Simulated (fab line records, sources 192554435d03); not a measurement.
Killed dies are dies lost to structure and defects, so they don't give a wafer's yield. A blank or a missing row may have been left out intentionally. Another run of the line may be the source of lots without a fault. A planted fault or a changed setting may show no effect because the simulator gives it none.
The tool behind it: which one? | flow n5 finfet | 36 wafers from 12 lots sampled at 2 of the route's 1938 steps

## WHAT THE GAUGES READ, wafer by wafer
N5_BEOL_M8_OCD_MEAS_38. Usual: 93.7 nm for trench depth nm, sd 1.6.
lot  | measured     | on     | trench depth nm (nm) | flag
L824 | day 8 23:06  | ocd-01 | 94.5 94.1 94.3       |
L826 | day 9 05:20  | ocd-02 | 95.3 95.9 96.6       |
L829 | day 10 13:28 | ocd-01 | 93.5 92.3 92.8       |
L828 | day 10 19:07 | ocd-01 | 91.7 93.2 91.2       |
L836 | day 12 13:12 | ocd-01 | 93.8 95.8 93.8       |
L837 | day 12 17:32 | ocd-01 | 94.3 96.3 95.1       |
L839 | day 13 07:27 | ocd-01 | 93.4 93.0 92.6       |
L842 | day 13 13:11 | ocd-02 | 91.4 93.4 91.7       |
L840 | day 13 13:35 | ocd-02 | 91.2 92.7 94.4       |
L841 | day 13 13:38 | ocd-01 | 90.6 92.8 92.4       |
L844 | day 14 03:31 | ocd-02 | 95.7 91.8 96.5       |
L845 | day 14 08:53 | ocd-01 | 93.9 93.4 92.1       |

N5_BEOL_M8_THK_MEAS_53: measures by xrf. Usual: M8_THK typically reads 79.8 nm, with standard deviation 1.9.
lot  | measured     | on            | M8_THK (nm)    | flag
L824 | day 9 02:01  | film metro-01 | 80.4 80.3 81.6 |
L826 | day 9 07:38  | film metro-02 | 82.8 82.1 82.9 |
L829 | day 10 16:53 | film metro-01 | 79.5 78.7 78.0 |
L828 | day 10 22:36 | film metro-02 | 77.8 79.8 77.0 |
L836 | day 12 15:41 | film metro-02 | 78.8 79.4 79.9 |
L837 | day 12 21:43 | film metro-01 | 80.3 82.6 81.2 |
L839 | day 13 09:53 | film metro-02 | 80.1 79.3 77.5 |
L842 | day 13 15:35 | film metro-01 | 79.0 81.6 77.7 |
L840 | day 13 16:02 | film metro-02 | 76.9 78.8 79.8 |
L841 | day 13 16:02 | film metro-02 | 77.4 79.7 80.5 |
L844 | day 14 06:13 | film metro-02 | 80.2 77.3 81.1 |
L845 | day 14 11:40 | film metro-01 | 80.5 81.8 76.7 |

## TOOL THAT RAN EACH LOT (tool first, then ch and the chambers of the sampled wafers, then the start)
The record holds no process step before these readings.

## AS READ BY THE TOOLS THEMSELVES (means over the sampled wafers that have a number; for cases with no such wafer, the mark the record gives instead)
The record holds no such reading with a usual standard deviation.

## THE ANSWER, worked out from the rows above alone
Rule: a lot is off if the mean of its wafers that have a number lies more than 3 standard deviations from the usual mean. A lot without any number at a reading at which 4 lots or more have one is off too. Where the step has rows for the other lots, those lots are counted as sound. The gauges are gone through in route order, then the tools' own readings, and for those a lot's mean is taken as printed above. At the first step where some lot is off, the reading lying furthest off is the one used; lots without a number count as furthest.
Nothing can be told from this: no lot is off at any reading shown.

## WHAT THE SIMULATOR PUT IN
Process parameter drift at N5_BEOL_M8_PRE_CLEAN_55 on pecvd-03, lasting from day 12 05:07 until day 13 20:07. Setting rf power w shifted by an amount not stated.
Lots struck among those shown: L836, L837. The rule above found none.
